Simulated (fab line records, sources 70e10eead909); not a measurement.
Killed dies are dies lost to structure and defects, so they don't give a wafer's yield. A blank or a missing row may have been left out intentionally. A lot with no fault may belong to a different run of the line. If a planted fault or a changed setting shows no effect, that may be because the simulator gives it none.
Chamber matching || flow nand_harc || NHARC_A_CHANNEL_FILL_D2_ALD_16 on ald_hk-01: 4 sister chambers
The step deposits SiO2, target thk 1.5 nm, pulse time 10 s, ald cycles 15. 4 wafers are shown with their chamber, then 9 later ones without.

WAFERS, EACH WITH ITS CHAMBER
{"wafer": "L075.5", "chamber": 3, "heater_power_w (W)": 448}
{"wafer": "L083.2", "chamber": 2, "heater_power_w (W)": 434}
{"wafer": "L083.3", "chamber": 1, "heater_power_w (W)": 579}
{"wafer": "L083.4", "chamber": 0, "heater_power_w (W)": 449}

WAFERS WHOSE CHAMBER IS MISSING
{"wafer": "L085.2", "heater_power_w (W)": 433}
{"wafer": "L085.3", "heater_power_w (W)": 456}
{"wafer": "L085.6", "heater_power_w (W)": 437}
{"wafer": "L088.1", "heater_power_w (W)": 582}
{"wafer": "L088.4", "heater_power_w (W)": 435}
{"wafer": "L088.5", "heater_power_w (W)": 449}
{"wafer": "L097.2", "heater_power_w (W)": 458}
{"wafer": "L097.3", "heater_power_w (W)": 435}
{"wafer": "L097.5", "heater_power_w (W)": 449}

CHAMBER TAKEN BY EACH
{"wafer": "L085.2", "from the rows above": 2, "in truth": 2}
{"wafer": "L085.3", "from the rows above": "can't be placed: 0 or 3", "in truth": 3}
{"wafer": "L085.6", "from the rows above": "can't be placed: 2 or 3", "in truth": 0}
{"wafer": "L088.1", "from the rows above": 1, "in truth": 1}
{"wafer": "L088.4", "from the rows above": 2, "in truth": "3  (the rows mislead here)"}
{"wafer": "L088.5", "from the rows above": "can't be placed: 0 or 3", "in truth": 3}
{"wafer": "L097.2", "from the rows above": "can't be placed: 0 or 3", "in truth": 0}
{"wafer": "L097.3", "from the rows above": 2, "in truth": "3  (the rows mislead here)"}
{"wafer": "L097.5", "from the rows above": "can't be placed: 0 or 3", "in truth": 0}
Correct placement for 2 of the 9. Not placeable from these rows: 5 (in 4, the candidates include the true chamber). Wrongly placed: 2.
How it was worked out, from the rows above alone: a wafer's distance from a chamber is the root of the sum, over the readings, of the square of ((its reading less the chamber's mean) divided by the reading's scatter). The wafer belongs to the nearest chamber; if the next one is less than 2 further off, it can't be placed. The mean given for a chamber averages the wafers shown for that chamber. The scatter (one wafer shown for each chamber): square how far every hidden wafer sits from the nearest shown wafer, average those squares and take the square root.
